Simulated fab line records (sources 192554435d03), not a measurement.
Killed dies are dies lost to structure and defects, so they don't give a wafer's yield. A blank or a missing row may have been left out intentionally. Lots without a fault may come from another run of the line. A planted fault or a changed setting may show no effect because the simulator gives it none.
One fault through the eyes of 2 desks || flow n5Finfet || each desk holds nothing but its own numbers, with what lay behind them at the end

AT THE TOOL OWNER'S DESK: rieDiel-04
The tool's own readings at N5_BEOL_M8_TRENCH_ETCH_37 (etches SiCOH lowk in C4F6/O2, target depth 93.478 nm, time 31.2 s): means of the sampled wafers that have a number, for each lot that ran on this tool. Marked OUT: a lot whose mean sits more than 4 standard deviations from the usual mean, which makes it out of limits; the brackets give that distance.
Columns: A = drypumpMotorCurrentA at N5_BEOL_M8_TRENCH_ETCH_37, usual 5.7 A; B = oesProductAu at N5_BEOL_M8_TRENCH_ETCH_37, usual 0.81 a.u.; C = rfVppV at N5_BEOL_M8_TRENCH_ETCH_37, usual 660 V; D = runLengthS at N5_BEOL_M8_TRENCH_ETCH_37, usual 54.3 s; E = showerheadPlenumPTorr at N5_BEOL_M8_TRENCH_ETCH_37, usual 2.83 Torr; F = throttleValvePct at N5_BEOL_M8_TRENCH_ETCH_37, usual 20.77 %
{"lot": "L942", "first seen here": "day 9 00:46", "A": 5.6, "B": 0.76, "C": 654, "D": 54.4, "E": 2.82, "F": 20.87}
{"lot": "L946", "first seen here": "day 10 06:16", "A": 5.6, "B": 0.86, "C": 658, "D": 54.2, "E": 2.93, "F": 20.76}
{"lot": "L951", "first seen here": "day 11 12:35", "A": 5.6, "B": 0.77, "C": 655, "D": 53.4, "E": 2.89, "F": 20.71}
{"lot": "L961", "first seen here": "day 15 00:55", "A": 5.5, "B": 0.85, "C": 661, "D": 54.2, "E": 2.95, "F": 20.68}
{"lot": "L962", "first seen here": "day 15 09:04", "A": 5.6, "B": 0.67, "C": 649, "D": 54.1, "E": 2.83, "F": 20.89}
{"lot": "L963", "first seen here": "day 15 18:01", "A": 5.4, "B": 0.67, "C": 651, "D": 54.0, "E": 2.75, "F": 20.71}
Finding of this desk: none of the 6 lots has anything out of limits.

METROLOGY DESK
Means of the sampled wafers that have a number, per lot and without regard to the tool the lot ran on: this is what the gauges read. Marked OUT: a lot whose mean sits more than 4 standard deviations from the usual mean, which makes it out of limits; the brackets give that distance.
Columns: A = M8_OVL at N5_BEOL_M8_OVL_MEAS_12, usual 0.1 nm
{"lot": "L942", "first seen here": "day 8 22:58", "A": -0.2}
{"lot": "L943", "first seen here": "day 9 17:31", "A": -0.6}
{"lot": "L946", "first seen here": "day 10 04:44", "A": 0.1}
{"lot": "L951", "first seen here": "day 11 11:07", "A": -0.8}
{"lot": "L953", "first seen here": "day 12 06:28", "A": 0.3}
{"lot": "L960", "first seen here": "day 14 06:10", "A": -0.1}
{"lot": "L961", "first seen here": "day 14 21:28", "A": -0.7}
{"lot": "L962", "first seen here": "day 15 06:03", "A": 0.8}
{"lot": "L963", "first seen here": "day 15 13:25", "A": 0.8}
{"lot": "L964", "first seen here": "day 16 04:52", "A": 1.0}
Finding of this desk: none of the 10 lots has anything out of limits.

PUT TOGETHER
The tool owner's desk saw nothing out of limits.
Nothing out of limits was seen by the metrology desk.

WHAT THE SIMULATOR PUT IN
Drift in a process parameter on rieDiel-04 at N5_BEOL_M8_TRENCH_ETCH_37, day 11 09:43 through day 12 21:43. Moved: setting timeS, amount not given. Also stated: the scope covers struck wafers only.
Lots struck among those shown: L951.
